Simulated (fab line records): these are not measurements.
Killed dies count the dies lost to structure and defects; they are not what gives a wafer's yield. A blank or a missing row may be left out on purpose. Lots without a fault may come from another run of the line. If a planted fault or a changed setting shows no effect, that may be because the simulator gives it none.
A struck lot beside a sound one || flow n5_finfet || 16 steps out of a route of 1938
Sound: these wafers, L557.2, L557.3, L557.4. Wafers L548.3, L548.5 were the ones struck. The cause comes at the end.
At each step with rows: each side's tool, then ch and its chambers, then its first start. Under that, the readings that differ: sound wafers || struck wafers || difference of the means || sigmas: that difference in standard deviations of wafers without a fault.
alike: readings with means less than 2 such deviations apart, plus words and numbers identical on both sides. not compared: withheld readings, readings lacking a value on some wafer, bounds such as >300 that could conceal the same value, and numbers that have no deviation in the record and whose values overlap.
Wherever a step has rows on one side only, a row that says differs or no value, or a row with sigmas, the two part there. Numbers that have no deviation but don't overlap get no sigmas and don't part them. A reading missing from all wafers of one side parts the sides only when that side holds two or more wafers.

first, 8 steps without rows for these wafers: N5_BEOL_M1_COAT_68 (time 60 s, resist thk 12 nm); N5_BEOL_M1_COAT_76 (time 60 s, resist thk 5 nm); N5_BEOL_M1_COAT_22 (resist thk 30 nm); N5_BEOL_M1_EBR_24; N5_BEOL_M1_SOFTBAKE_23 (time 60 s); N5_BEOL_M1_EXPOSE_25 (exposes mask V0, defocus 5 nm, target cd 24 nm); N5_BEOL_M1_PEB_26 (peb time 60 s); N5_BEOL_M1_DEVELOP_27 (develop time 30 s).
N5_BEOL_M1_CD_MEAS_28: target cd y 23.3 nm.
  sound on cd_sem-03 ch 0, day 10 05:46; struck on cd_sem-03 ch 0, day 8 23:45
  alike: cd_nm
N5_BEOL_M1_OVL_MEAS_29:
  sound on overlay-01 ch 0, day 10 05:49; struck on overlay-02 ch 0, day 8 23:47
  alike: V0_OVL
N5_BEOL_M1_INSPECT_30: inspects for defects (brightfield).
  sound: defect_inspect-01 at day 10 05:52; struck: defect_inspect-01 at day 8 23:50
  alike: raw_defect_count
N5_BEOL_M1_DESCUM_33: chemistry O2, time 7 s.
  sound on rie_diel-03 ch 0,1,2, day 10 06:13; struck on rie_diel-05 ch 0,3, day 8 23:56
  alike: drypump_motor_current_A, oes_product_au, rf_vpp_V, showerhead_plenum_p_Torr, throttle_valve_pct
  not compared: rf_hours_counter_h
N5_BEOL_M1_ETCH_77: etches underlayer in N2/H2, target depth 6.5 nm, time 5.2 s.
  sound on rie_diel-03 ch 0,1,2, day 10 06:15; struck on rie_diel-05 ch 0,3, day 8 23:58
{"reading": "etch_rf_on_time_s (s)", "sound": "5.16 5.16 5.25", "struck": "8.63 8.75", "difference": "+3.50", "sigmas": "+42"}
{"reading": "oes_product_au (a.u.)", "sound": "0.60 0.68 0.67", "struck": "0.48 0.46", "difference": -0.18, "sigmas": -3}
  alike: drypump_motor_current_A, rf_vpp_V, showerhead_plenum_p_Torr, throttle_valve_pct
  not compared: rf_hours_counter_h
N5_BEOL_M1_ETCH_69: etches SiARC in CF4, target depth 15.6 nm, time 26 s.
  sound on rie_diel-03 ch 0,1,2, day 10 06:16; struck on rie_diel-05 ch 0,3, day 8 23:59
  alike: cf4_flow_sccm, drypump_motor_current_A, etch_rf_on_time_s, oes_product_au, rf_vpp_V, showerhead_plenum_p_Torr, throttle_valve_pct
  not compared: rf_hours_counter_h
-- a jump in the record: the struck wafers' starts before and after are 2 days apart (it breaks off in module BEOL_M1 and resumes in module BEOL_M4, where the first step shown is number 1111 of the route) --
N5_BEOL_M4_RC_MEAS_101:
  sound on prober-01 ch 0, day 12 20:18; struck on prober-01 ch 0, day 11 08:25
  alike: DIBL_N, DIBL_P, IOFF_N, IOFF_P, ION_N, ION_P, SS_N, SS_P, VT_N, VT_P
-- the record jumps here: 4 days lie between the struck wafers' starts before and after (it left off in module BEOL_M4 and takes up again in module PASSIVATION, whose first step shown is number 1936 of the route) --
N5_PASSIVATION_PROBE_49:
  sound: prober-01 at day 17 01:06; struck: prober-01 at day 15 17:35
  alike: defect_limited_yield, killed_at_M0_to_M3, killed_at_M4_up, killed_at_contacts, killed_at_front_end, killed_at_other, killed_dies, killed_open, killed_short, sort_bin_5_function, sort_bin_6_memory, sort_n_pass, sort_yield_pct

## WHERE THEY PART
N5_BEOL_M1_ETCH_77 only, going by this record. Later steps at which nothing parts them and some readings are alike: N5_BEOL_M1_ETCH_69, N5_BEOL_M4_RC_MEAS_101, N5_PASSIVATION_PROBE_49.

WHY: whatever the simulator had introduced
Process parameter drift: rie_diel-05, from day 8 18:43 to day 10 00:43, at N5_BEOL_M1_ETCH_77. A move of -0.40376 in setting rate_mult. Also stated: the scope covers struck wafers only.
